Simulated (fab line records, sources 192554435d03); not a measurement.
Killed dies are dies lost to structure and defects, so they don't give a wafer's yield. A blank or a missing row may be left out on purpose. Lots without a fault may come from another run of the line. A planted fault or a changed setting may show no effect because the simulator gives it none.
Chamber matching | flow n5_finfet | N5_WELL_APT_DESCUM_30 on rie_diel-02: 4 sister chambers
The step chemistry O2, time 7.9 s. 4 wafers are shown with their chamber, then 11 later ones without.

WAFERS WITH THEIR CHAMBER
wafer  | chamber | showerhead_plenum_p_Torr (Torr)
L083.6 | 2       | 2.25
L087.1 | 0       | 2.13
L087.3 | 3       | 2.04
L087.4 | 1       | 2.14

WAFERS WITHOUT THEIR CHAMBER
wafer  | showerhead_plenum_p_Torr (Torr)
L087.5 | 2.04
L087.6 | 2.13
L093.2 | 2.24
L093.4 | 2.12
L093.6 | 2.24
L094.1 | 2.12
L094.2 | 2.03
L094.6 | 2.12
L096.1 | 2.03
L096.2 | 2.24
L096.6 | 2.24

WHICH CHAMBER EACH WENT THROUGH
wafer  | from the rows above     | in truth
L087.5 | 3                       | 3
L087.6 | can't be placed: 0 or 1 | 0
L093.2 | 2                       | 2
L093.4 | can't be placed: 0 or 1 | 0
L093.6 | 2                       | 2
L094.1 | can't be placed: 0 or 1 | 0
L094.2 | 3                       | 3
L094.6 | can't be placed: 0 or 1 | 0
L096.1 | 3                       | 3
L096.2 | 2                       | 2
L096.6 | 2                       | 2
Placed correctly: 7 of 11. Can't be placed from these rows: 4 (the true chamber is among the candidates in 4). Placed wrongly: 0.
How it was worked out, from the rows above alone: a wafer's distance from a chamber is the root of the sum, over the readings, of the square of ((its reading less the chamber's mean) divided by the reading's scatter). The wafer belongs to the nearest chamber; if the next one is less than 2 further off, it can't be placed. A chamber's mean is the mean of its shown wafers. The scatter: with one shown wafer a chamber, the root of the mean of the squares of how far each hidden wafer lies from its nearest shown one.
